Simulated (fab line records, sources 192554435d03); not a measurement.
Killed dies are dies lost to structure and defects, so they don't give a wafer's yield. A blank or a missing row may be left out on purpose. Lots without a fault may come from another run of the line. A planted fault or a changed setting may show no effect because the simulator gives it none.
Chamber matching | flow n5_finfet | N5_BEOL_M3_ILD_DEP_00 on pecvd-01: 3 sister chambers
The step deposits SiOC from DEMS/O2, target thk 79 nm, time 15.3 s. 6 wafers are shown with their chamber, then 10 later ones without.

WAFERS WITH THEIR CHAMBER
wafer  | chamber | throttle_valve_pct (%) | showerhead_plenum_p_Torr (Torr)
L083.5 | 1       | 11.3                   | 5.684
L086.3 | 1       | 11.3                   | 5.678
L088.3 | 2       | 11.8                   | 5.693
L088.6 | 0       | 13.6                   | 5.665
L093.1 | 2       | 11.7                   | 5.698
L093.3 | 0       | 13.5                   | 5.676

WAFERS WITHOUT THEIR CHAMBER
wafer  | throttle_valve_pct (%) | showerhead_plenum_p_Torr (Torr)
L093.5 | 13.5                   | 5.667
L094.1 | 11.3                   | 5.667
L094.2 | 11.9                   | 5.688
L094.4 | 11.5                   | 5.676
L095.2 | 11.2                   | 5.684
L095.4 | 11.3                   | 5.686
L095.6 | 11.5                   | 5.675
L097.4 | 11.2                   | 5.677
L097.5 | 11.6                   | 5.683
L097.6 | 11.3                   | 5.682

WHICH CHAMBER EACH WENT THROUGH
wafer  | from the rows above     | in truth
L093.5 | 0                       | 0
L094.1 | 1                       | 1
L094.2 | 2                       | 2
L094.4 | 1                       | 1
L095.2 | 1                       | 1
L095.4 | 1                       | 1
L095.6 | 1                       | 1
L097.4 | 1                       | 1
L097.5 | can't be placed: 2 or 1 | 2
L097.6 | 1                       | 1
Placed correctly: 9 of 10. Can't be placed from these rows: 1 (the true chamber is among the candidates in 1). Placed wrongly: 0.
How it was worked out, from the rows above alone: a wafer's distance from a chamber is the root of the sum, over the readings, of the square of ((its reading less the chamber's mean) divided by the reading's scatter). The wafer belongs to the nearest chamber; if the next one is less than 2 further off, it can't be placed. A chamber's mean is the mean of its shown wafers. The scatter: the root of (the sum of the squares of (reading less its chamber's mean) over the shown wafers, divided by (wafers less chambers)).
